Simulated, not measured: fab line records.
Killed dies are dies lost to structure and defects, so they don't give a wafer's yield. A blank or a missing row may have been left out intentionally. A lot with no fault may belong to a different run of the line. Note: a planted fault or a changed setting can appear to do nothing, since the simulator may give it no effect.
Which tool was responsible? -- flow nand-harc -- 12 lots, 36 wafers sampled, at 6 steps of a route of 1302

## WHAT EACH GAUGE READ, for each wafer
NHARC_P_GATE_CD_MEAS_26: target cd 120 nm.
lot,measured,on,cd-nm (nm)
L872,day 5 06:17,cd-sem-01,120.4 120.3 120.4
L874,day 5 19:08,cd-sem-02,120.1 119.9 120.1
L879,day 7 19:55,cd-sem-03,119.9 119.7 119.9
L880,day 8 12:14,cd-sem-01,120.1 120.0 120.4
L881,day 8 22:07,cd-sem-02,120.1 119.7 119.8
L882,day 8 21:58,cd-sem-02,120.3 120.0 120.4
L884,day 9 23:40,cd-sem-01,120.3 119.9 119.8
L885,day 10 11:47,cd-sem-01,130.4 130.3 130.2
L887,day 11 02:47,cd-sem-02,129.4 129.8 129.5
L893,day 13 15:13,cd-sem-02,120.4 120.2 120.5
L894,day 14 10:57,cd-sem-03,121.7 121.4 121.0
L895,day 14 18:37,cd-sem-01,120.5 119.8 120.6

NHARC_END_SORT_01.
lot,measured,on,killed-at-array,killed-at-other,killed-at-periphery,killed-dies,killed-open,killed-short
L880,day 28 04:40,prober-01,49 51 38,1 0 0,6 10 7,56 61 45,2 6 1,2 3 2
L884,day 28 13:17,prober-01,50 52 46,0 0 0,3 3 3,53 55 49,4 2 3,7 4 4
L887,day 30 01:36,prober-02,55 46 54,0 0 0,3 2 2,58 48 56,2 3 2,4 0 5

## WHAT TOOL EACH LOT RAN ON (gives the tool, then ch and the chambers of the sampled wafers, and finally the start)
lot,NHARC_P_STI_ETCH_15,NHARC_P_GATE_PEB_24,NHARC_P_GATE_ETCH_104,NHARC_P_GATE_HM_OPEN_105
L872,"rie-si-06 ch 1,2,3, day 3 03:04","litho-track-06 ch 0, day 5 06:12","rie-diel-09 ch 0,2,3, day 5 06:33","rie-diel-09 ch 0,2,3, no start"
L874,"rie-si-04 ch 1,2,3, day 3 16:23","litho-track-06 ch 0, day 5 19:04","rie-diel-09 ch 0,2,3, day 5 19:25","rie-diel-09 ch 0,1,2, no start"
L879,"rie-si-05 ch 2,3, day 5 19:03","litho-track-01 ch 0, day 7 19:50","rie-diel-09 ch 0,3, day 7 20:12","rie-diel-09 ch 1,2, no start"
L880,"rie-si-04 ch 0,1,3, day 6 03:34","litho-track-01 ch 0, day 8 12:10","rie-diel-13 ch 0,3, day 8 12:31","rie-diel-13 ch 2,3, day 28 04:40 or earlier"
L881,"rie-si-06 ch 1,2,3, day 6 14:40","litho-track-04 ch 0, day 8 22:02","rie-diel-13 ch 1,2,3, day 8 22:23","rie-diel-13 ch 0,2,3, no start"
L882,"rie-si-04 ch 0,1,2, day 6 23:27","litho-track-06 ch 0, day 8 21:53","rie-diel-02 ch 2,3, day 8 22:14","rie-diel-02 ch 0,1,2, no start"
L884,"rie-si-05 ch 1,3, day 7 22:51","litho-track-04 ch 0, day 9 23:35","rie-diel-09 ch 0,2, day 9 23:56","rie-diel-09 ch 1,2,3, day 28 13:17 or earlier"
L885,"rie-si-04 ch 0,1,3, day 8 07:18","litho-track-04 ch 0, day 10 11:42","rie-diel-13 ch 1,2,3, day 10 12:03","rie-diel-13 ch 0,1,3, no start"
L887,"rie-si-05 ch 0,1,3, day 9 01:23","litho-track-04 ch 0, day 11 02:42","rie-diel-13 ch 1,2, day 11 03:03","rie-diel-13 ch 2,3, day 30 01:36 or earlier"
L893,"rie-si-05 ch 0,1,3, day 11 14:22","litho-track-06 ch 0, day 13 15:08","rie-diel-02 ch 1,3, day 13 15:30","rie-diel-02 ch 0,1,2, no start"
L894,"rie-si-04 ch 2,3, day 12 02:29","litho-track-01 ch 0, day 14 10:52","rie-diel-02 ch 0,1,3, day 14 11:35","rie-diel-02 ch 0,3, no start"
L895,"rie-si-05 ch 0,1,2, day 12 12:32","litho-track-04 ch 0, day 14 18:32","rie-diel-09 ch 0,2, day 14 18:53","rie-diel-09 ch 0,2,3, no start"
- NHARC_P_STI_ETCH_15: etches the open film in HBr/Cl2, target depth 300 nm, time 100.1 s.
- NHARC_P_GATE_PEB_24: peb time 65 s.
- NHARC_P_GATE_ETCH_104: etches the open film in CF4/CHF3, target depth 60 nm.
- NHARC_P_GATE_HM_OPEN_105: chemistry O2/COS, target depth 360 nm.

## WHAT THE TOOLS THEMSELVES READ (means of the sampled wafers that have a number; where no wafer has one, the mark that the record gives instead)
NHARC_P_STI_ETCH_15.
lot,tool,drypump-motor-current-A (A),oes-product-au (a.u.),throttle-valve-pct (%)
L872,rie-si-06,5.6,0.998,26.410
L874,rie-si-04,6.4,1.002,26.409
L879,rie-si-05,5.4,0.990,26.402
L880,rie-si-04,6.1,1.007,26.410
L881,rie-si-06,5.6,0.999,26.399
L882,rie-si-04,6.0,0.997,26.405
L884,rie-si-05,5.8,0.994,26.406
L885,rie-si-04,6.1,1.008,26.406
L887,rie-si-05,6.0,0.996,26.404
L893,rie-si-05,6.0,0.995,26.405
L894,rie-si-04,6.2,0.988,26.403
L895,rie-si-05,5.9,0.995,26.394

NHARC_P_GATE_PEB_24.
lot,tool,heater-power-total-W (W)
L872,litho-track-06,156.5
L874,litho-track-06,156.4
L879,litho-track-01,156.4
L880,litho-track-01,156.6
L881,litho-track-04,156.2
L882,litho-track-06,156.5
L884,litho-track-04,156.8
L885,litho-track-04,181.5
L887,litho-track-04,181.1
L893,litho-track-06,156.5
L894,litho-track-01,156.8
L895,litho-track-04,156.5

NHARC_P_GATE_ETCH_104.
lot,tool,cf4-flow-sccm (sccm),drypump-motor-current-A (A),oes-product-au (a.u.),rf-vpp-V (V),showerhead-plenum-p-Torr (Torr),throttle-valve-pct (%)
L872,rie-diel-09,100.07,5.8,0.931,370.2,1.60,16.809
L874,rie-diel-09,99.88,5.9,0.971,371.6,1.60,16.804
L879,rie-diel-09,99.79,6.2,0.966,373.6,1.66,16.807
L880,rie-diel-13,100.17,6.1,0.987,372.8,1.66,16.800
L881,rie-diel-13,99.92,6.1,0.933,370.9,1.60,16.798
L882,rie-diel-02,100.28,5.6,0.968,369.8,1.55,16.800
L884,rie-diel-09,100.09,5.6,0.967,370.2,1.55,16.803
L885,rie-diel-13,100.21,6.1,0.931,371.5,1.60,16.803
L887,rie-diel-13,100.33,6.1,0.928,370.8,1.56,16.799
L893,rie-diel-02,100.15,5.2,0.932,370.1,1.55,16.800
L894,rie-diel-02,100.09,5.2,0.974,370.2,1.56,16.801
L895,rie-diel-09,100.02,5.7,0.980,370.0,1.55,16.801

NHARC_P_GATE_HM_OPEN_105.
lot,tool,drypump-motor-current-A (A),oes-product-au (a.u.),rf-vpp-V (V),showerhead-plenum-p-Torr (Torr),throttle-valve-pct (%)
L872,rie-diel-09,5.9,1.000,469,3.17,28.322
L874,rie-diel-09,5.9,1.000,468,3.13,28.330
L879,rie-diel-09,5.9,1.002,466,3.05,28.332
L880,rie-diel-13,5.9,1.013,469,3.23,28.328
L881,rie-diel-13,6.0,1.012,470,3.25,28.330
L882,rie-diel-02,5.5,0.998,469,3.22,28.328
L884,rie-diel-09,5.9,1.005,466,3.09,28.333
L885,rie-diel-13,6.2,1.012,470,3.20,28.335
L887,rie-diel-13,6.0,1.017,470,3.26,28.334
L893,rie-diel-02,5.5,1.002,470,3.22,28.328
L894,rie-diel-02,5.2,0.998,465,3.00,28.324
L895,rie-diel-09,5.9,1.003,467,3.16,28.329

## THE ANSWER, worked out from the rows above alone
Rule: usual is defined by the lots themselves. Put in order of their means at a reading, lots are off if they are a third of the lots or fewer, leave a main group of 4 or more, and stand apart from it by a gap of 3 or more times the standard deviation of the main group's means; of several such gaps the widest counts. If all means in a main group match to the digits the tables above print for the reading, that group is not used. A lot without any number at a reading at which 4 lots or more have one is off too. The other lots that the step has rows for count as sound. The gauges are gone through in route order, then the tools' own readings, and for those a lot's mean is taken as printed above. At the first step where some lot is off, the reading lying furthest off is the one used; lots without a number count as furthest.
Off, at NHARC_P_GATE_CD_MEAS_26 on cd-nm: L885, L887. Main group: mean 120.3 nm, sd 0.41.
If a tool, at a process step before that reading, ran all the lots that are off and no sound lot after the first of them, it fits. Not tried: the gauges at NHARC_P_GATE_CD_MEAS_26; whatever is off there is also off at NHARC_P_GATE_PEB_24, on other tools, and gauge error can't account for it. None of those tried fits.

## WHAT THE SIMULATOR PUT IN
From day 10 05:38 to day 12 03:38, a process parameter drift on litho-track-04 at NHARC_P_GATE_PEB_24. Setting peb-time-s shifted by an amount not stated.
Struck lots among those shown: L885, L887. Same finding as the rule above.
